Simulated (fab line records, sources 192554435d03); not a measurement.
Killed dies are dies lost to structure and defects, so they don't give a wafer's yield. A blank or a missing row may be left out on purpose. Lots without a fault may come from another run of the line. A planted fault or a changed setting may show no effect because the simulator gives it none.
Which tool did it? | flow n5_finfet | 8 lots, 22 wafers sampled, at 7 steps of a route of 1938

WHAT THE GAUGES READ, wafer by wafer
N5_MOL_CONTACT_COAG_INSPECT_97: inspects for defects (darkfield). Usual: raw_defect_count 42, standard deviation 19.
lot  | measured    | on                | raw_defect_count | flag
L239 | day 6 12:08 | defect_inspect-01 | 59 51 30         |
L241 | day 7 01:09 | defect_inspect-01 | 63 60 37         |
L244 | day 7 10:59 | defect_inspect-02 | 23               |
L247 | day 8 04:43 | defect_inspect-02 | 42 21 43         |
L248 | day 8 11:07 | defect_inspect-01 | 28 23 34         |
L249 | day 8 14:23 | defect_inspect-02 | 82 56 39         |
L251 | day 9 07:05 | defect_inspect-02 | 48 37 69         |
L253 | day 9 15:21 | defect_inspect-01 | 45 46 38         |

N5_BEOL_M4_RC_MEAS_101. Usual: DIBL_N 36.0 mV/V, standard deviation 1.7; DIBL_P 36.2 mV/V, standard deviation 1.9; IOFF_N 0.154 nA/um, standard deviation 0.028; IOFF_P 0.21 nA/um, standard deviation 0.036; ION_N 675 uA/um, standard deviation 11; ION_P 463 uA/um, standard deviation 8.3; SS_N 71.4 mV/dec, standard deviation 0.63; SS_P 73.2 mV/dec, standard deviation 0.55; VT_N 250.2 mV, standard deviation 3; VT_P -251 mV, standard deviation 3.7.
lot  | measured     | on        | DIBL_N (mV/V)  | DIBL_P (mV/V)  | IOFF_N (nA/um)    | IOFF_P (nA/um) | ION_N (uA/um) | ION_P (uA/um) | SS_N (mV/dec)  | SS_P (mV/dec)  | VT_N (mV)         | VT_P (mV)      | flag
L239 | day 11 04:26 | prober-02 | 32.7 35.9 36.7 | 32.2 34.8 36.0 | 0.103 0.140 0.152 | 0.16 0.19 0.20 | 668 672 678   | 463 457 458   | 70.7 70.7 70.6 | 72.2 73.0 73.6 | 255.7 251.5 250.0 | -256 -255 -251 |
L241 | day 11 22:34 | prober-01 | 38.5 34.9 37.2 | 40.8 36.2 39.1 | 0.191 0.124 0.178 | 0.23 0.17 0.20 | 689 654 700   | 469 455 465   | 71.7 71.2 71.2 | 73.7 73.0 74.1 | 247.8 255.7 246.3 | -248 -254 -252 |
L244 | day 12 12:47 | prober-01 | 33.1           | 34.8           | 0.113             | 0.17           | 662           | 463           | 70.6           | 72.3           | 252.1             | -254           |
L247 | day 13 09:31 | prober-01 | 38.1 36.0 37.3 | 39.2 36.2 37.9 | 0.194 0.148 0.170 | 0.22 0.17 0.20 | 699 669 677   | 468 449 454   | 71.7 71.4 71.6 | 73.8 73.2 73.6 | 248.7 251.7 249.3 | -251 -256 -255 |
L248 | day 13 12:22 | prober-02 | 35.6 37.3 38.7 | 36.0 38.0 38.1 | 0.124 0.157 0.185 | 0.18 0.21 0.22 | 651 668 668   | 450 456 457   | 71.6 72.5 72.8 | 72.4 72.9 73.2 | 252.7 251.6 248.1 | -252 -251 -249 |
L249 | day 13 08:44 | prober-02 | 33.4 36.1 36.1 | 33.4 36.3 36.0 | 0.116 0.161 0.152 | 0.18 0.22 0.21 | 651 667 667   | 457 461 459   | 70.2 71.7 72.3 | 72.5 73.4 72.6 | 254.3 250.3 252.9 | -250 -248 -251 |
L251 | day 13 22:02 | prober-02 | 35.8 36.9 35.5 | 34.7 37.0 34.6 | 0.133 0.160 0.142 | 0.21 0.25 0.22 | 668 669 665   | 463 465 466   | 70.8 71.2 70.7 | 73.0 73.9 72.5 | 252.7 245.8 247.8 | -247 -246 -248 |
L253 | day 14 18:20 | prober-01 | 34.8 32.6 35.5 | 35.1 32.5 35.8 | 0.140 0.105 0.151 | 0.18 0.15 0.20 | 665 658 662   | 452 454 457   | 71.5 70.6 70.9 | 73.5 73.3 73.1 | 250.6 256.1 249.8 | -255 -255 -253 |

WHICH TOOL RAN EACH LOT (tool, then ch and the chambers of the sampled wafers, then the start)
lot  | N5_BEOL_M0_SAQP_ILD_DEP_01     | N5_BEOL_M0_SAQP_PECVD_03       | N5_BEOL_M0_SAQP_PECVD_04       | N5_BEOL_M0_ETCH_138                | N5_BEOL_M0_ETCH_128
L239 | pecvd-01 ch 0,1,2, day 6 12:27 | pecvd-01 ch 0,1,2, day 6 12:37 | pecvd-01 ch 0,1,2, day 6 12:45 | rie_diel-05 ch 0,1,2, day 6 22:07  | rie_diel-01 ch 0,3, day 6 22:37
L241 | pecvd-01 ch 1,2, day 7 01:31   | pecvd-01 ch 1,2, day 7 01:53   | pecvd-01 ch 1,2, day 7 02:04   | rie_diel-01 ch 1,2, day 7 08:42    | rie_diel-03 ch 0,2,3, day 7 11:01
L244 | pecvd-04 ch 1, day 7 11:17     | pecvd-01 ch 1, day 7 11:58     | pecvd-01 ch 1, day 7 12:05     | rie_diel-01 ch 3, day 7 18:51      | rie_diel-05 ch 1, day 7 19:41
L247 | pecvd-01 ch 1,2, day 8 05:04   | pecvd-04 ch 0,2, day 8 05:31   | pecvd-04 ch 0,2, day 8 05:41   | rie_diel-03 ch 0,2, day 8 11:50    | rie_diel-03 ch 2,3, day 8 14:42
L248 | pecvd-02 ch 0,1, day 8 11:28   | pecvd-02 ch 1,2, day 8 12:45   | pecvd-02 ch 1,2, day 8 12:52   | rie_diel-03 ch 0,1,2, day 8 20:50  | rie_diel-01 ch 1,2,3, day 9 02:35
L249 | pecvd-01 ch 0,2, day 8 14:44   | pecvd-02 ch 0,1,2, day 8 14:55 | pecvd-02 ch 0,1,2, day 8 15:02 | rie_diel-03 ch 1,2, day 9 00:04    | rie_diel-05 ch 0,3, day 9 02:31
L251 | pecvd-02 ch 0,1,2, day 9 07:26 | pecvd-02 ch 1,2, day 9 08:57   | pecvd-02 ch 1,2, day 9 09:04   | rie_diel-01 ch 0,1,3, day 9 15:26  | rie_diel-01 ch 0,1,2, day 9 15:55
L253 | pecvd-01 ch 0,2, day 9 15:41   | pecvd-04 ch 0,2, day 9 16:03   | pecvd-04 ch 0,2, day 9 16:10   | rie_diel-05 ch 0,1,2, day 10 00:03 | rie_diel-03 ch 0,1,3, day 10 01:14
- N5_BEOL_M0_SAQP_ILD_DEP_01: deposits SiOC from DEMS/O2, target thk 45.419 nm, time 8.7 s.
- N5_BEOL_M0_SAQP_PECVD_03: deposits SiCN from 3MS/NH3, target thk 12 nm, time 21.1 s.
- N5_BEOL_M0_SAQP_PECVD_04: deposits a-Si from SiH4/He, target thk 60 nm, time 60.2 s.
- N5_BEOL_M0_ETCH_138: etches SiCN in CH3F/O2, target depth 12 nm, time 31.6 s.
- N5_BEOL_M0_ETCH_128: etches SiCN in CF4/N2, target depth 12 nm, overetch 5.1 nm, time 21.4 s.

WHAT THE TOOLS THEMSELVES READ (means of the sampled wafers that have a number; where no wafer has one, the mark that the record gives instead)
N5_BEOL_M0_SAQP_ILD_DEP_01. Usual: heater_power_w 518 W, standard deviation 64; showerhead_plenum_p_Torr 5.696 Torr, standard deviation 0.017; throttle_valve_pct 11.9 %, standard deviation 0.76.
lot  | tool     | heater_power_w (W) | showerhead_plenum_p_Torr (Torr) | throttle_valve_pct (%) | flag
L239 | pecvd-01 | 490                | 5.695                           | 11.2                   |
L241 | pecvd-01 | 515                | 5.690                           | 11.3                   |
L244 | pecvd-04 | 660                | 5.708                           | 13.3                   |
L247 | pecvd-01 | 529                | 5.692                           | 11.1                   |
L248 | pecvd-02 | 455                | 5.683                           | 12.1                   |
L249 | pecvd-01 | 505                | 5.683                           | 11.8                   |
L251 | pecvd-02 | 517                | 5.701                           | 12.1                   |
L253 | pecvd-01 | 433                | 5.691                           | 11.7                   |

N5_BEOL_M0_SAQP_PECVD_03. Usual: run_length_s 51.1 s, standard deviation 0.61; showerhead_plenum_p_Torr 3.667 Torr, standard deviation 0.017; throttle_valve_pct 9.1 %, standard deviation 0.58.
lot  | tool     | run_length_s (s) | showerhead_plenum_p_Torr (Torr) | throttle_valve_pct (%) | flag
L239 | pecvd-01 | 51.6             | 3.654                           | 8.5                    |
L241 | pecvd-01 | 49.0             | 3.661                           | 8.6                    | OFF
L244 | pecvd-01 | 43.6             | 3.673                           | 7.9                    | OFF
L247 | pecvd-04 | 50.8             | 3.664                           | 9.1                    |
L248 | pecvd-02 | 51.9             | 3.680                           | 9.1                    |
L249 | pecvd-02 | 51.3             | 3.663                           | 9.3                    |
L251 | pecvd-02 | 51.5             | 3.690                           | 9.4                    |
L253 | pecvd-04 | 50.5             | 3.661                           | 9.0                    |

N5_BEOL_M0_SAQP_PECVD_04. Usual: heater_power_w 661 W, standard deviation 68; showerhead_plenum_p_Torr 5.68 Torr, standard deviation 0.066; throttle_valve_pct 18.2 %, standard deviation 1.2.
lot  | tool     | heater_power_w (W) | showerhead_plenum_p_Torr (Torr) | throttle_valve_pct (%) | flag
L239 | pecvd-01 | 627                | 5.65                            | 17.2                   |
L241 | pecvd-01 | 621                | 5.66                            | 17.0                   |
L244 | pecvd-01 | 730                | 5.67                            | 16.3                   |
L247 | pecvd-04 | 696                | 5.65                            | 18.4                   |
L248 | pecvd-02 | 651                | 5.74                            | 18.2                   |
L249 | pecvd-02 | 653                | 5.69                            | 18.5                   |
L251 | pecvd-02 | 611                | 5.74                            | 19.3                   |
L253 | pecvd-04 | 654                | 5.66                            | 18.3                   |

N5_BEOL_M0_ETCH_138. Usual: drypump_motor_current_A 5.8 A, standard deviation 0.48; etch_rf_on_time_s 29.2 s, standard deviation 0.79; mfc_ar_sccm 149.9 sccm, standard deviation 0.45; oes_product_au 0.69 a.u., standard deviation 0.07; rf_vpp_V 297.2 V, standard deviation 1.6; showerhead_plenum_p_Torr 2.00 Torr, standard deviation 0.071; throttle_valve_pct 16.31 %, standard deviation 0.24.
lot  | tool        | drypump_motor_current_A (A) | etch_rf_on_time_s (s) | mfc_ar_sccm (sccm) | oes_product_au (a.u.) | rf_vpp_V (V) | showerhead_plenum_p_Torr (Torr) | throttle_valve_pct (%) | flag
L239 | rie_diel-05 | 5.7                         | 29.2                  | 149.9              | 0.74                  | 297.8        | 2.03                            | 16.23                  |
L241 | rie_diel-01 | 5.8                         | 29.9                  | 150.5              | 0.65                  | 298.4        | 2.03                            | 16.26                  |
L244 | rie_diel-01 | 5.1                         | 31.7                  | 150.4              | 0.65                  | 292.8        | 1.83                            | 16.11                  | OFF
L247 | rie_diel-03 | 6.5                         | 28.1                  | 149.7              | 0.72                  | 297.5        | 2.01                            | 16.41                  |
L248 | rie_diel-03 | 6.4                         | 29.8                  | 149.9              | 0.71                  | 297.5        | 2.01                            | 16.29                  |
L249 | rie_diel-03 | 6.6                         | 28.7                  | 149.7              | 0.72                  | 297.5        | 2.04                            | 16.33                  |
L251 | rie_diel-01 | 5.9                         | 29.4                  | 149.9              | 0.67                  | 295.0        | 1.89                            | 16.17                  |
L253 | rie_diel-05 | 5.7                         | 29.5                  | 149.5              | 0.70                  | 297.9        | 2.02                            | 16.29                  |

N5_BEOL_M0_ETCH_128. Usual: drypump_motor_current_A 5.9 A, standard deviation 0.48; mfc_ar_sccm 100.02 sccm, standard deviation 0.27; oes_product_au 0.55 a.u., standard deviation 0.051; rf_vpp_V 382.1 V, standard deviation 1.9; showerhead_plenum_p_Torr 2.20 Torr, standard deviation 0.076; throttle_valve_pct 15.41 %, standard deviation 0.23.
lot  | tool        | drypump_motor_current_A (A) | mfc_ar_sccm (sccm) | oes_product_au (a.u.) | rf_vpp_V (V) | showerhead_plenum_p_Torr (Torr) | throttle_valve_pct (%) | flag
L239 | rie_diel-01 | 5.9                         | 100.11             | 0.53                  | 379.9        | 2.09                            | 15.42                  |
L241 | rie_diel-03 | 6.1                         | 100.06             | 0.59                  | 383.1        | 2.22                            | 15.64                  |
L244 | rie_diel-05 | 6.2                         | 99.96              | 0.76                  | 381.5        | 2.17                            | 15.20                  | OFF
L247 | rie_diel-03 | 6.0                         | 100.10             | 0.50                  | 382.9        | 2.26                            | 15.86                  |
L248 | rie_diel-01 | 5.7                         | 99.99              | 0.52                  | 380.8        | 2.15                            | 15.31                  |
L249 | rie_diel-05 | 5.5                         | 100.06             | 0.61                  | 381.6        | 2.20                            | 15.13                  |
L251 | rie_diel-01 | 6.0                         | 100.10             | 0.53                  | 382.3        | 2.18                            | 15.40                  |
L253 | rie_diel-03 | 6.0                         | 100.27             | 0.54                  | 381.9        | 2.22                            | 15.56                  |

THE ANSWER, worked out from the rows above alone
Rule: a lot is off if the mean of its wafers that have a number lies more than 3 standard deviations from the usual mean. A lot without any number at a reading at which 4 lots or more have one is off too. The other lots that the step has rows for count as sound. The gauges are gone through in route order, then the tools' own readings, and for those a lot's mean is taken as printed above. The first step at which some lot is off is used, and at that step the reading that is off furthest; a lot without a number counts as furthest.
Off: L241, L244, at N5_BEOL_M0_SAQP_PECVD_03 (run_length_s).
A tool fits if, at that step or a process step before it, it ran every lot that is off, and no sound lot after the first of them. One fits: pecvd-01 at N5_BEOL_M0_SAQP_PECVD_03. Its last sound lot is L239 (day 6 12:37), its first lot that is off L241 (day 7 01:53): a fault that began between those two fits.
The tool's own readings at N5_BEOL_M0_SAQP_PECVD_03 bear it out: on the lots that are off they differ by more than 5 times the standard deviation of the sound lots' means. run_length_s reads 46.3 s there against 51.3 s on the sound lots.

WHAT THE SIMULATOR HAD PUT IN
Process parameter drift: pecvd-01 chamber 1, from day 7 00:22 on, at N5_BEOL_M0_SAQP_PECVD_03. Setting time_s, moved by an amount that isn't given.
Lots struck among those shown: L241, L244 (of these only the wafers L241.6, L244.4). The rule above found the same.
